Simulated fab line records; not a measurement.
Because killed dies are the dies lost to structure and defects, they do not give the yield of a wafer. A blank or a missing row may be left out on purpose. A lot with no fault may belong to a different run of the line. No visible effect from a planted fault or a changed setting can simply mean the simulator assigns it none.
A single fault, viewed from 3 desks / flow n5_finfet / each desk holds nothing but its own numbers, with what lay behind them at the end

FROM THE METROLOGY DESK
What the gauges read, lot by lot, whatever tool the lot ran on: means of the sampled wafers that have a number. The brackets show how far a lot's mean lies from the usual mean; more than 4 standard deviations puts the lot out of limits, marked OUT.
Columns: A = cd_nm at N5_BEOL_M8_CD_MEAS_11, usual 38.6 nm; B = M8_OVL at N5_BEOL_M8_OVL_MEAS_12, usual -0.1 nm
lot=L422; first seen here=day 10 10:52; A=38.5; B=0.5
lot=L429; first seen here=day 11 18:11; A=38.7; B=-0.8
lot=L430; first seen here=day 12 00:31; A=38.2; B=-0.8
lot=L431; first seen here=day 13 00:02; A=39.0; B=0.1
lot=L439; first seen here=day 14 12:53; A=38.4; B=0.0
lot=L441; first seen here=day 15 18:10; A=38.9; B=-0.6
This desk's finding: nothing out of limits on any of the 6 lots.

AT THE TOOL OWNER'S DESK: rie_diel-06
The tool's own readings at N5_BEOL_M8_ETCH_62 (etches SOC in N2/H2, target depth 110 nm, overetch 22 nm, time 165 s): means of the sampled wafers that have a number, for each lot that ran on this tool. The brackets show how far a lot's mean lies from the usual mean; more than 4 standard deviations puts the lot out of limits, marked OUT.
Columns: A = drypump_motor_current_A at N5_BEOL_M8_ETCH_62, usual 5.5 A; B = h2_flow_sccm at N5_BEOL_M8_ETCH_62, usual 200.1 sccm; C = oes_product_au at N5_BEOL_M8_ETCH_62, usual 0.64 a.u.; D = rf_vpp_V at N5_BEOL_M8_ETCH_62, usual 523.4 V; E = showerhead_plenum_p_Torr at N5_BEOL_M8_ETCH_62, usual 2.53 Torr; F = throttle_valve_pct at N5_BEOL_M8_ETCH_62, usual 18.00 %
lot=L429; first seen here=day 11 18:22; A=5.2; B=200.6; C=0.72; D=523.1; E=2.53; F=17.74
lot=L430; first seen here=day 12 00:42; A=5.2; B=200.2; C=0.57; D=526.0; E=2.60; F=18.04
lot=L431; first seen here=day 13 00:26; A=5.2; B=200.0; C=0.62; D=524.8; E=2.56; F=17.91
This desk's finding: nothing out of limits on any of the 3 lots.

THE DEFECT DESK
Lot by lot, what the route's inspections counted, given as the mean of those sampled wafers with a number. The brackets show how far a lot's mean lies from the usual mean; more than 4 standard deviations puts the lot out of limits, marked OUT.
Columns: A = raw_defect_count at N5_BEOL_M8_INSPECT_13, usual 385
lot=L422; first seen here=day 10 10:55; A=300
lot=L429; first seen here=day 11 18:14; A=352
lot=L430; first seen here=day 12 00:34; A=314
lot=L431; first seen here=day 13 00:05; A=419
lot=L439; first seen here=day 14 12:57; A=299
lot=L441; first seen here=day 15 18:13; A=391
This desk's finding: nothing out of limits on any of the 6 lots.

ALL TOGETHER
From the metrology desk's view, nothing was out of limits.
The tool owner's desk saw nothing out of limits.
Nothing the defect desk looked at was out of limits.

WHAT HAD BEEN PUT IN BY THE SIMULATOR
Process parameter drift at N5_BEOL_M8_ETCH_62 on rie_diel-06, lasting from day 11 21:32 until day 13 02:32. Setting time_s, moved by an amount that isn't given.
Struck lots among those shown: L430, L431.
